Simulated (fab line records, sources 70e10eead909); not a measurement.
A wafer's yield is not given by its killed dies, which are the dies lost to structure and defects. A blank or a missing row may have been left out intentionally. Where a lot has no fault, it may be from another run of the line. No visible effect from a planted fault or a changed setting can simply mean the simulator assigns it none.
Commonality check across tools | flow nand harc | Lots sampled 11, wafers sampled 33

## WHY THIS WAS OPENED
At NHARC_P_STI_CD_MEAS_09 the reading cd nm is flagged on 1 of 11 lots. Wafers without a fault read 199 nm, standard deviation 3.8.
Rule: a lot is flagged when every wafer of it that has a number lies more than 4 standard deviations from that mean, or none has a number. The other lots count as sound.

lot  | measured     | on        | cd nm (nm), wafer by wafer | flag
L701 | day 2 20:23  | cd sem-02 | 196 196 202                |
L702 | day 3 05:50  | cd sem-01 | 195 199 194                |
L706 | day 4 21:08  | cd sem-03 | 234 233 233                | FLAGGED
L707 | day 5 07:34  | cd sem-03 | 202 204 201                |
L710 | day 6 16:05  | cd sem-03 | 210 203 201                |
L716 | day 9 03:10  | cd sem-01 | 194 194 198                |
L717 | day 9 10:41  | cd sem-01 | 196 200 195                |
L719 | day 10 08:41 | cd sem-03 | 192 192 196                |
L720 | day 10 18:52 | cd sem-01 | 201 197 200                |
L721 | day 11 06:04 | cd sem-03 | 201 199 199                |
L723 | day 11 22:31 | cd sem-03 | 204 203 198                |
Average over the flagged lots: 233 nm; offset from the usual +34 nm, equal to +9 standard deviations.

## EACH LOT AND THE TOOL IT RAN ON
The record holds 3 process steps before the reading, out of a route of 1302 steps. Each cell gives the tool, then ch followed by the chambers the sampled wafers passed through, then the start.
lot  | flag    | NHARC_P_ZERO_WELL_ETCH_65          | NHARC_P_ZERO_WELL_DESCUM_54        | NHARC_P_STI_EXPOSE_06
L701 |         | rie diel-09 ch 0,3, day 1 21:30    | rie diel-02 ch 0,1, day 2 01:55    | krf scanner-04 ch 0, day 2 20:14
L702 |         | rie diel-09 ch 0,1,3, day 2 07:22  | rie diel-09 ch 0,1,2, day 2 11:47  | krf scanner-04 ch 0, day 3 05:41
L706 | FLAGGED | rie diel-09 ch 0,3, day 3 23:27    | rie diel-12 ch 1,3, day 4 03:51    | krf scanner-04 ch 0, day 4 20:59
L707 |         | rie diel-12 ch 0,2,3, day 4 09:30  | rie diel-02 ch 0,1,2, day 4 13:40  | krf scanner-02 ch 0, day 5 07:26
L710 |         | rie diel-09 ch 0,1, day 5 15:34    | rie diel-09 ch 0,2,3, day 5 20:05  | krf scanner-02 ch 0, day 6 15:56
L716 |         | rie diel-02 ch 0,1,3, day 8 03:23  | rie diel-12 ch 0,1,2, day 8 07:57  | krf scanner-04 ch 0, day 9 03:01
L717 |         | rie diel-09 ch 0,3, day 8 13:21    | rie diel-02 ch 2,3, day 8 17:48    | krf scanner-04 ch 0, day 9 10:32
L719 |         | rie diel-12 ch 2,3, day 9 09:22    | rie diel-12 ch 0,1, day 9 13:54    | krf scanner-01 ch 0, day 10 08:32
L720 |         | rie diel-12 ch 0,3, day 9 19:29    | rie diel-12 ch 0,1,3, day 9 23:55  | krf scanner-04 ch 0, day 10 18:43
L721 |         | rie diel-09 ch 0,2,3, day 10 05:23 | rie diel-12 ch 0,1,3, day 10 11:04 | krf scanner-01 ch 0, day 11 05:55
L723 |         | rie diel-09 ch 1,2,3, day 11 01:32 | rie diel-09 ch 0,1,3, day 11 06:01 | krf scanner-01 ch 0, day 11 22:22
What is done by these steps:
- NHARC_P_ZERO_WELL_ETCH_65: etches the open film in N2/H2, target depth 80 nm, overetch 24 nm, time 87.88 s.
- NHARC_P_ZERO_WELL_DESCUM_54: chemistry O2, time 3 s.
- NHARC_P_STI_EXPOSE_06: exposes mask P STI, target cd 200 nm.
- NHARC_P_STI_CD_MEAS_09: target cd 200 nm.

## FLAGGED OVER TOTAL, TOOL BY TOOL (the gauges that took the reading come last)
step                        | tool           | lots run | flagged | share of the flagged lots | sound lots run after its first flagged lot
NHARC_P_ZERO_WELL_ETCH_65   | rie diel-02    | 1        | 0       | none                      | -
NHARC_P_ZERO_WELL_ETCH_65   | rie diel-09    | 7        | 1       | all                       | 4 (L710,L717,L721,L723)
NHARC_P_ZERO_WELL_ETCH_65   | rie diel-12    | 3        | 0       | none                      | -
NHARC_P_ZERO_WELL_DESCUM_54 | rie diel-02    | 3        | 0       | none                      | -
NHARC_P_ZERO_WELL_DESCUM_54 | rie diel-09    | 3        | 0       | none                      | -
NHARC_P_ZERO_WELL_DESCUM_54 | rie diel-12    | 5        | 1       | all                       | 4 (L716,L719,L720,L721)
NHARC_P_STI_EXPOSE_06       | krf scanner-01 | 3        | 0       | none                      | -
NHARC_P_STI_EXPOSE_06       | krf scanner-02 | 2        | 0       | none                      | -
NHARC_P_STI_EXPOSE_06       | krf scanner-04 | 6        | 1       | all                       | 3 (L716,L717,L720)
NHARC_P_STI_CD_MEAS_09      | cd sem-01      | 4        | 0       | none                      | -
NHARC_P_STI_CD_MEAS_09      | cd sem-02      | 1        | 0       | none                      | -
NHARC_P_STI_CD_MEAS_09      | cd sem-03      | 6        | 1       | all                       | 5 (L707,L710,L719,L721,L723)

## WHAT THE TABLE ALLOWS
4 rows of the table ran every flagged lot: rie diel-09 at NHARC_P_ZERO_WELL_ETCH_65, rie diel-12 at NHARC_P_ZERO_WELL_DESCUM_54, krf scanner-04 at NHARC_P_STI_EXPOSE_06, cd sem-03 at NHARC_P_STI_CD_MEAS_09.
- rie diel-09 at NHARC_P_ZERO_WELL_ETCH_65: 1 of its 7 lots flagged. Sound lots ran on it after the first flagged one (L710, L717, L721, L723), which a lasting fault on the whole tool wouldn't allow.
- rie diel-12 at NHARC_P_ZERO_WELL_DESCUM_54: 1 of its 5 lots flagged. Sound lots ran on it after the first flagged one (L716, L719, L720, L721), which a lasting fault on the whole tool wouldn't allow.
- krf scanner-04 at NHARC_P_STI_EXPOSE_06: 1 of its 6 lots flagged. Sound lots ran on it after the first flagged one (L716, L717, L720), which a lasting fault on the whole tool wouldn't allow.
- cd sem-03 at NHARC_P_STI_CD_MEAS_09: 1 of its 6 lots flagged. Sound lots ran on it after the first flagged one (L707, L710, L719, L721, L723), which a lasting fault on the whole tool wouldn't allow.
There is no row in the table that ran each flagged lot and no sound lot after the first.

## WHAT THE SIMULATOR HAD PUT IN
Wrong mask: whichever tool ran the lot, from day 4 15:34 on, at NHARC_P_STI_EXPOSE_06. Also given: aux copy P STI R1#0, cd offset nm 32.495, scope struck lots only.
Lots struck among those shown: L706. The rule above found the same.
